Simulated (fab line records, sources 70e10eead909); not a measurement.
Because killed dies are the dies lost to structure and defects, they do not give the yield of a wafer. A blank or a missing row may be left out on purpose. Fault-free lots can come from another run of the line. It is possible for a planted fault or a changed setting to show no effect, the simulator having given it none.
fab line records + flow nand_harc
record
- lots=7
- wafers=19
- last_day=33
route steps=1302 shown A_WL_FILL@953 END@1302
lots that met no fault: taken from a fault-free run of the same line
start_h: hours from the record's opening day to when the first of the lot's shown wafers began + wait_h: time in hours since the lot's previous step + " as in the row above + L1.1+2: one row covering several wafers at once + - no value present, or no start provided + * or withheld: withheld + < > ~ a bound
route shown NAME@n: names a module that has steps shown in the file, with the first one's number in the route + usual: mean and standard deviation over wafers with no fault + same: alike in all rows + chamber/n: place in a boat + sites: per-site readings + _std_site: the standard deviation of these + _edge_site: mean of outer sites minus mean of inner sites + radius_mm: how far each site lies from the wafer's centre + mask NAME#n: copy n + behind: tool/chamber where the wafer was last shaped + hold: the reason the lot was held/the length of the hold in hours/how it ended + device: whichever transistor did not switch (one of n, p or np) + end of line: tests of these same wafers at the route's end + a step given without rows: its recipe and nothing more + killed: not the wafer's yield, but the dies lost to structure and defects at the first sort + map: shows each die of a wafer: x if killed, . if not, _ if none is there
set.NAME: the setting as run; set.NAME@STEP: as run at that earlier step + model.NAME: the simulator's own value behind a step, which no gauge read
lots at some steps of the route; a table a step, a row a wafer
services: when a tool's chamber went out of use (start_h, in hours from the record's first day, below 0 if earlier), for how many hours, and the reason
## steps
# step NHARC_A_WL_FILL_RTA_01
# recipe
- temp_c=1000
- time_s=5
# step NHARC_A_WL_FILL_ALD_02
# recipe
- target_thk_a=20
- pulse_time_s=3
- ald_cycles=100
- temp_c=450
- material=TiN
# usual
- ald_cycles=100/0
- heater_power_w=1090/130
- precursor_pulse_height_rel=1.000/0.021
| lot.wafer | tool         | chamber | start_h | wait_h | ald_cycles | heater_power_w | precursor_pulse_height_rel |
|-----------|--------------|---------|---------|--------|------------|----------------|----------------------------|
| L788.3    | ald_metal-01 | 1       | 516.69  | 0.1    | 100        | 1168           | 0.974                      |
| L788.2    | "            | 2       | "       | "      | 100        | 986            | 1.012                      |
| L788.5    | "            | 1       | "       | "      | 100        | 1188           | 1.002                      |
| L789.3    | ald_metal-02 | 3       | 545.03  | 0.1    | 100        | 1131           | 0.992                      |
| L789.4    | "            | 1       | "       | "      | 100        | 1313           | 1.006                      |
| L789.6    | "            | 3       | "       | "      | 100        | 1137           | 0.959                      |
| L794.3    | ald_metal-02 | 3       | 580.60  | 0.2    | 100        | 1129           | 0.972                      |
| L794.6    | "            | 2       | "       | "      | 100        | 1191           | 1.027                      |
| L795.4    | ald_metal-03 | 0       | 612.58  | 0.1    | 100        | 999            | 0.938                      |
| L795.2    | "            | 1       | "       | "      | 100        | 1201           | 1.019                      |
| L795.1    | "            | 2       | "       | "      | 100        | 776            | 0.951                      |
| L798.3    | ald_metal-02 | 0       | 622.48  | 0.2    | 100        | 1044           | 1.038                      |
| L798.6    | "            | 2       | "       | "      | 100        | 1134           | 0.972                      |
| L800.2    | ald_metal-01 | 1       | 643.94  | 0.2    | 100        | 1184           | 1.008                      |
| L800.4    | "            | 0       | "       | "      | 100        | 1014           | 1.034                      |
| L800.5    | "            | 1       | "       | "      | 100        | 1167           | 0.987                      |
| L805.3    | ald_metal-03 | 2       | 687.03  | 0.1    | 100        | 794            | 0.995                      |
| L805.2    | "            | 3       | "       | "      | 100        | 997            | 0.995                      |
| L805.6    | "            | 2       | "       | "      | 100        | 796            | 0.994                      |
# step NHARC_A_WL_FILL_CVD_03
# recipe
- target_thk_a=400
- temp_c=300
- pressure_torr=40
- wf6_flow_sccm=40
- h2_flow_sccm=1600
- ar_flow_sccm=1560
- time_s=279
- material=W
# usual
- heater_power_w=508/47
- mfc_h2_sccm=1600/4.6
- throttle_valve_pct=8.14/0.27
| lot.wafer | tool     | chamber | start_h | wait_h | heater_power_w | mfc_h2_sccm | throttle_valve_pct |
|-----------|----------|---------|---------|--------|----------------|-------------|--------------------|
| L788.2    | cvd_w-02 | 1       | 517.25  | 0.1    | 578            | 1597        | 8.14               |
| L788.3    | "        | 0       | "       | "      | 519            | 1598        | 7.63               |
| L788.5    | "        | 0       | "       | "      | 524            | 1605        | 7.78               |
| L789.3    | cvd_w-01 | 1       | 545.67  | 0.3    | 505            | 1608        | 8.52               |
| L789.4    | "        | 1       | "       | "      | 517            | 1596        | 8.47               |
| L789.6    | "        | 1       | "       | "      | 507            | 1601        | 8.37               |
| L794.3    | cvd_w-01 | 0       | 581.10  | 0.2    | 455            | 1605        | 7.95               |
| L794.6    | "        | 0       | "       | "      | 457            | 1598        | 8.07               |
| L795.1    | cvd_w-02 | 1       | 613.01  | 0.1    | 590            | 1597        | 8.35               |
| L795.2    | "        | 0       | "       | "      | 524            | 1591        | 8.16               |
| L795.4    | "        | 1       | "       | "      | 582            | 1598        | 8.40               |
| L798.3    | cvd_w-02 | 0       | 623.00  | 0.2    | 520            | 1599        | 7.80               |
| L798.6    | "        | 0       | "       | "      | 512            | 1599        | 8.36               |
| L800.2    | cvd_w-01 | 1       | 644.43  | 0.1    | 485            | 1595        | 8.20               |
| L800.4    | "        | 1       | "       | "      | 482            | 1594        | 8.42               |
| L800.5    | "        | 1       | "       | "      | 481            | 1596        | 8.30               |
| L805.2    | cvd_w-01 | 0       | 687.59  | 0.1    | 461            | 1599        | 8.13               |
| L805.3    | "        | 0       | "       | "      | 452            | 1600        | 8.39               |
| L805.6    | "        | 0       | "       | "      | 456            | 1603        | 7.98               |
# step NHARC_A_WL_FILL_ETCHBACK_04
# recipe
- target_depth_a=600
- time_s=120
- chemistry=NF3
# usual
- chamber_pressure_mTorr=300.00/0.3
- drypump_motor_current_A=6.0/0.61
- oes_product_au=1.002/0.011
| lot.wafer | tool         | chamber | start_h | wait_h | chamber_pressure_mTorr | drypump_motor_current_A | oes_product_au | rf_hours_counter_h |
|-----------|--------------|---------|---------|--------|------------------------|-------------------------|----------------|--------------------|
| L788.2    | rie_metal-02 | 0       | 517.57  | 0.3    | 300.23                 | 6.2                     | 1.014          | 0.8                |
| L788.3    | "            | 1       | "       | "      | 299.69                 | 6.4                     | 0.990          | -                  |
| L788.5    | "            | 1       | "       | "      | 300.05                 | 6.4                     | 0.990          | -                  |
| L789.4    | rie_metal-03 | 0       | 546.22  | 0.3    | 300.17                 | 5.7                     | 1.004          | -                  |
| L789.3    | "            | 1       | "       | "      | 299.71                 | 4.9                     | 1.020          | -                  |
| L789.6    | "            | 1       | "       | "      | 300.28                 | 4.9                     | 1.013          | -                  |
| L794.3    | rie_metal-03 | 1       | 581.51  | 0.4    | 299.48                 | 4.9                     | 1.006          | -                  |
| L794.6    | "            | 1       | "       | "      | 299.73                 | 4.9                     | 1.011          | -                  |
| L795.1    | rie_metal-02 | 1       | 613.38  | 0.3    | 300.54                 | 6.4                     | 0.993          | 2.4                |
| L795.2    | "            | 0       | "       | "      | 299.10                 | 6.2                     | 1.014          | 2.4                |
| L795.4    | "            | 1       | "       | "      | 299.71                 | 6.4                     | 0.995          | -                  |
| L798.3    | rie_metal-03 | 0       | 623.28  | 0.2    | 300.02                 | 5.7                     | 0.990          | -                  |
| L798.6    | "            | 1       | "       | "      | 300.24                 | 4.9                     | 1.017          | -                  |
| L800.2    | rie_metal-01 | 0       | 644.79  | 0.3    | 300.14                 | 6.7                     | 1.008          | 0.7                |
| L800.4    | "            | 0       | "       | "      | 299.55                 | 6.7                     | 1.009          | -                  |
| L800.5    | "            | 0       | "       | "      | 300.00                 | 6.7                     | 1.008          | -                  |
| L805.2    | rie_metal-03 | 1       | 687.94  | 0.3    | 300.02                 | 4.9                     | 1.001          | 3.0                |
| L805.3    | "            | 1       | "       | "      | 300.02                 | 4.9                     | 1.002          | -                  |
| L805.6    | "            | 1       | "       | "      | 300.12                 | 4.9                     | 1.010          | -                  |
# step NHARC_A_WL_FILL_ETCHBACK_05
# recipe
- target_depth_a=220
- time_s=60
- temp_c=40
- chemistry=Cl2/BCl3
# usual
- chamber_pressure_mTorr=10.000/0.0099
- drypump_motor_current_A=6.0/0.61
- oes_product_au=1.002/0.011
| lot.wafer | tool         | chamber | start_h | wait_h | chamber_pressure_mTorr | drypump_motor_current_A | oes_product_au | rf_hours_counter_h |
|-----------|--------------|---------|---------|--------|------------------------|-------------------------|----------------|--------------------|
| L788.2    | rie_metal-02 | 1       | 517.82  | 0.2    | 9.989                  | 6.4                     | 0.986          | 0.9                |
| L788.3    | "            | 0       | "       | "      | 9.998                  | 6.2                     | 1.017          | -                  |
| L788.5    | "            | 0       | "       | "      | 9.994                  | 6.2                     | 1.013          | -                  |
| L789.4    | rie_metal-03 | 1       | 546.42  | 0.2    | 10.004                 | 4.9                     | 1.010          | -                  |
| L789.3    | "            | 0       | "       | "      | 9.997                  | 5.7                     | 0.996          | -                  |
| L789.6    | "            | 0       | "       | "      | 10.006                 | 5.7                     | 0.993          | -                  |
| L794.3    | rie_metal-03 | 1       | 581.71  | 0.2    | 10.008                 | 4.9                     | 0.994          | -                  |
| L794.6    | "            | 0       | "       | "      | 9.982                  | 5.8                     | 1.001          | -                  |
| L795.2    | rie_metal-02 | 1       | 613.63  | 0.2    | 10.000                 | 6.4                     | 1.001          | 2.5                |
| L795.1    | "            | 0       | "       | "      | 10.009                 | 6.2                     | 1.011          | 2.5                |
| L795.4    | "            | 0       | "       | "      | 10.010                 | 6.2                     | 1.019          | -                  |
| L798.3    | rie_metal-03 | 0       | 623.49  | 0.2    | 10.008                 | 5.7                     | 0.979          | -                  |
| L798.6    | "            | 0       | "       | "      | 10.005                 | 5.7                     | 0.995          | -                  |
| L800.2    | rie_metal-01 | 0       | 645.01  | 0.2    | 9.998                  | 6.8                     | 1.004          | 0.8                |
| L800.4    | "            | 1       | "       | "      | 10.000                 | 6.2                     | 0.995          | -                  |
| L800.5    | "            | 0       | "       | "      | 9.993                  | 6.7                     | 1.002          | -                  |
| L805.2    | rie_metal-03 | 0       | 688.16  | 0.2    | 10.009                 | 5.7                     | 0.993          | 3.2                |
| L805.3    | "            | 0       | "       | "      | 10.009                 | 5.7                     | 1.001          | -                  |
| L805.6    | "            | 1       | "       | "      | 9.994                  | 4.9                     | 1.019          | -                  |
# step NHARC_A_WL_FILL_STRIP_27
# recipe
- power_w=1500
- temp_c=250
- time_s=20
- chemistry=N2/H2
# step NHARC_A_WL_FILL_STRIP_28
# recipe
- time_s=1200
- temp_c=72.5
- chemistry=post_etch_residue_remover
# step NHARC_A_WL_FILL_PRECLEAN_06
# recipe
- time_s=300
- chemistry=DIW
# step NHARC_A_WL_FILL_SRD_07
# step NHARC_A_WL_FILL_ANNEAL_08
# recipe
- temp_c=450
- time_s=1800
# step NHARC_A_WL_FILL_ALD_10
# recipe
- target_thk_a=500
- pulse_time_s=10
- ald_cycles=500
- temp_c=300
- material=SiO2
# usual
- ald_cycles=500/0
- heater_power_w=484/57
- precursor_pulse_height_rel=0.999/0.021
| lot.wafer | tool      | chamber | start_h | wait_h | ald_cycles | heater_power_w | precursor_pulse_height_rel |
|-----------|-----------|---------|---------|--------|------------|----------------|----------------------------|
| L788.2    | ald_hk-01 | 1       | 522.88  | 0.1    | 500        | 591            | 0.996                      |
| L788.3    | "         | 2       | "       | "      | 500        | 561            | 0.989                      |
| L788.5    | "         | 2       | 525.49  | 2.7    | 500        | 571            | 1.010                      |
| L789.3    | ald_hk-03 | 0       | 551.81  | 0.1    | 500        | 464            | 1.004                      |
| L789.4    | "         | 2       | 553.85  | 2.1    | 500        | 481            | 1.027                      |
| L789.6    | "         | 0       | 555.89  | 4.1    | 500        | 465            | 0.967                      |
| L794.3    | ald_hk-01 | 3       | 590.86  | 1.6    | 500        | 442            | 1.000                      |
| L794.6    | "         | 0       | "       | "      | 461        | 465            | 0.978                      |
| L795.4    | ald_hk-01 | 2       | 622.47  | 0.1    | 500        | 550            | 1.010                      |
| L795.2    | "         | 0       | 623.51  | 1.1    | 461        | 462            | 0.976                      |
| L795.1    | "         | 1       | "       | "      | 500        | 576            | 1.013                      |
| L798.3    | ald_hk-01 | 0       | 629.02  | 0.6    | 500        | 470            | 1.007                      |
| L798.6    | "         | 0       | 631.07  | 2.6    | 461        | 469            | 1.000                      |
| L800.4    | ald_hk-02 | 3       | 651.56  | 0.0    | 500        | 418            | 0.987                      |
| L800.2    | "         | 1       | 652.58  | 1.1    | 500        | 427            | 0.969                      |
| L800.5    | "         | 3       | 653.61  | 2.1    | 500        | 414            | 0.994                      |
| L805.2    | ald_hk-03 | 3       | 693.50  | 0.1    | 500        | 452            | 0.973                      |
| L805.3    | "         | 2       | 695.04  | 1.6    | 500        | 535            | 0.967                      |
| L805.6    | "         | 3       | "       | "      | 500        | 467            | 1.025                      |
# step NHARC_A_WL_FILL_ETCHBACK_16
# recipe
- target_depth_a=1200
- time_s=24
- c4f8_flow_sccm=withheld
- o2_flow_sccm=8
- ar_flow_sccm=withheld
- rf_w=600
- bias_w=800
- chemistry=C4F8/O2/Ar
# usual
- chamber_pressure_mTorr=25.002/0.022
- oes_product_au=0.99/0.031
- rf_fwd_power_W=588/3.8
- rf_vpp_V=723/4.3
| lot.wafer | tool        | chamber | start_h | wait_h | chamber_pressure_mTorr | oes_product_au | rf_fwd_power_W | rf_hours_counter_h | rf_vpp_V |
|-----------|-------------|---------|---------|--------|------------------------|----------------|----------------|--------------------|----------|
| L788.3    | rie_diel-10 | 2       | -       | -      | 25.009                 | 0.92           | 587            | 4.1                | 722      |
| L788.2    | "           | 3       | "       | "      | 25.024                 | 0.95           | 588            | 4.6                | 726      |
| L788.5    | "           | 3       | "       | "      | 25.026                 | 0.94           | 588            | -                  | 726      |
| L789.3    | rie_diel-12 | 0       | -       | -      | 25.022                 | 0.92           | 593            | 3.3                | 718      |
| L789.6    | "           | 3       | "       | "      | 25.013                 | 0.92           | 592            | -                  | 726      |
| L789.4    | "           | 1       | "       | "      | 24.990                 | 0.94           | 585            | -                  | 725      |
| L794.3    | rie_diel-10 | 0       | -       | -      | 25.028                 | 0.99           | 596            | 8.8                | 730      |
| L794.6    | "           | 3       | "       | "      | 24.967                 | 1.02           | 584            | -                  | 726      |
| L795.1    | rie_diel-06 | 2       | -       | -      | 25.040                 | 1.01           | 589            | 3.7                | 720      |
| L795.2    | "           | 3       | "       | "      | 24.992                 | 1.01           | 595            | 3.8                | 729      |
| L795.4    | "           | 3       | "       | "      | 24.987                 | 1.02           | 595            | -                  | 730      |
| L798.3    | rie_diel-12 | 2       | -       | -      | 25.004                 | 1.01           | 585            | 0.1                | 727      |
| L798.6    | "           | 2       | "       | "      | 25.012                 | 1.00           | 587            | -                  | 725      |
| L800.4    | rie_diel-06 | 0       | -       | -      | 24.982                 | 0.96           | 588            | 3.5                | 717      |
| L800.2    | "           | 1       | "       | "      | 25.030                 | 0.98           | 584            | 4.7                | 716      |
| L800.5    | "           | 0       | "       | "      | 25.001                 | 0.96           | 589            | -                  | 718      |
| L805.3    | rie_diel-10 | 0       | -       | -      | 25.017                 | 1.00           | 594            | 6.1                | 729      |
| L805.2    | "           | 2       | "       | "      | 24.979                 | 1.01           | 587            | 7.0                | 721      |
| L805.6    | "           | 3       | "       | "      | 25.010                 | 1.02           | 585            | -                  | 725      |
# step NHARC_END_SORT_01
# recipe
- temp_c=25
# usual
- killed_at_array=56/20
- killed_at_other=0.9/1.1
- killed_at_periphery=3.7/3
- killed_dies=61/21
- killed_open=2.9/1.6
- killed_short=2.6/1.4
# same
- gross_dies=677
| lot.wafer | tool      | chamber | start_h | wait_h | killed_at_array | killed_at_other | killed_at_periphery | killed_dies | killed_open | killed_short |
|-----------|-----------|---------|---------|--------|-----------------|-----------------|---------------------|-------------|-------------|--------------|
| L788.2    | prober-02 | 0       | 615.75  | 2.8    | 82              | 0               | 1                   | 83          | 2           | 3            |
| L788.3    | prober-02 | 0       | 616.56  | 3.1    | 93              | 0               | 2                   | 95          | 0           | 1            |
| L788.5    | prober-02 | 0       | 618.17  | 3.7    | 62              | 0               | 2                   | 64          | 4           | 0            |
# killed by level:class
L788.2 A_SLIT:chamber_film_flake=32 A_CHANNEL_HOLE_D2:chamber_film_flake=24 A_CONTACT:chamber_film_flake=8 A_CHANNEL_HOLE_D1:chamber_film_flake=4 A_CHANNEL_FILL_D1:chamber_film_flake=3 A_SGD_CUT:chamber_film_flake=3 A_DECK1_JOINT:geometric_particle:short=1 A_CHANNEL_FILL_D2:geometric_particle:open=1
L788.3 A_CHANNEL_HOLE_D2:chamber_film_flake=39 A_SLIT:chamber_film_flake=37 A_CONTACT:chamber_film_flake=9 A_WL_FILL:chamber_film_flake=4 A_DECK1_JOINT:geometric_particle:short=1 P_ZERO_WELL:chamber_film_flake=1 P_GATE:chamber_film_flake=1 A_CHANNEL_HOLE_D1:chamber_film_flake=1
L788.5 A_CHANNEL_HOLE_D2:chamber_film_flake=26 A_SLIT:chamber_film_flake=22 A_CONTACT:chamber_film_flake=5 P_ZERO_WELL:chamber_film_flake=2 A_CHANNEL_HOLE_D1:chamber_film_flake=2 A_SGD_CUT:chamber_film_flake=2 A_CHANNEL_HOLE_D1:geometric_particle:open=1 A_DECK1_JOINT:geometric_particle:open=1
## services
| tool         | chamber | start_h | hours | kind   |
|--------------|---------|---------|-------|--------|
| ald_metal-01 | 3       | 508.44  | 22.8  | repair |
| rie_metal-03 | -       | 519.00  | 9.0   | pm     |
| ald_metal-01 | -       | 526.00  | 10.0  | pm     |
| rie_diel-10  | 3       | 535.15  | 4.3   | repair |
| cvd_w-01     | 0       | 542.09  | 7.7   | repair |
| cvd_w-02     | -       | 545.30  | 1.5   | repair |
| cvd_w-01     | -       | 547.00  | 13.0  | pm     |
| rie_metal-02 | -       | 559.04  | 1.3   | repair |
| rie_diel-10  | 3       | 571.54  | 5.5   | repair |
| cvd_w-01     | -       | 589.86  | 24.7  | repair |
| rie_diel-10  | -       | 596.60  | 9.0   | pm     |
| ald_hk-01    | -       | 606.44  | 1.9   | repair |
| ald_metal-02 | -       | 610.04  | 10.0  | pm     |
| cvd_w-01     | 0       | 622.95  | 3.2   | repair |
| rie_diel-10  | 1       | 627.23  | 7.4   | repair |
| rie_metal-02 | -       | 631.00  | 9.0   | pm     |
| cvd_w-02     | -       | 631.37  | 13.0  | pm     |
| cvd_w-01     | 0       | 646.75  | 17.6  | repair |
| ald_hk-01    | -       | 656.35  | 10.0  | pm     |
| cvd_w-02     | 1       | 687.79  | 14.2  | repair |
| ald_metal-02 | 1       | 687.99  | 19.4  | repair |
| rie_metal-02 | 1       | 689.17  | 4.8   | repair |
| rie_metal-03 | -       | 696.00  | 9.0   | pm     |
| rie_diel-10  | 1       | 696.15  | 6.3   | repair |
## key
first_sign
- step=NHARC_A_WL_FILL_ALD_10
- reading=ald_cycles
- direction=down
- sigmas=99+
- usual=500
- struck=461
effect none on later readings
met_at NHARC_A_WL_FILL_ALD_10
struck_wafers L794.6,L795.2,L798.6
tester_left_out L794,L795,L798
onset_between 522.88 590.86
fault
- kind=process_parameter_drift
- tool=ald_hk-01
- chamber=-
- onset_h=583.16
- steps=NHARC_A_WL_FILL_ALD_10
- channel=ald_cycles
- offset=-39
- shape=step
- end_h=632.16
- scope=struck_wafers_only
- acts_in=these_recipes_only
- stated=500
# tester_left_out: of these lots the tester's yield and bins aren't shown, on N5 and GAA mostly nor the transistor test; their killed dies are dies lost to structure and defects alone, not to doping, threshold or leakage, so they don't give the yield
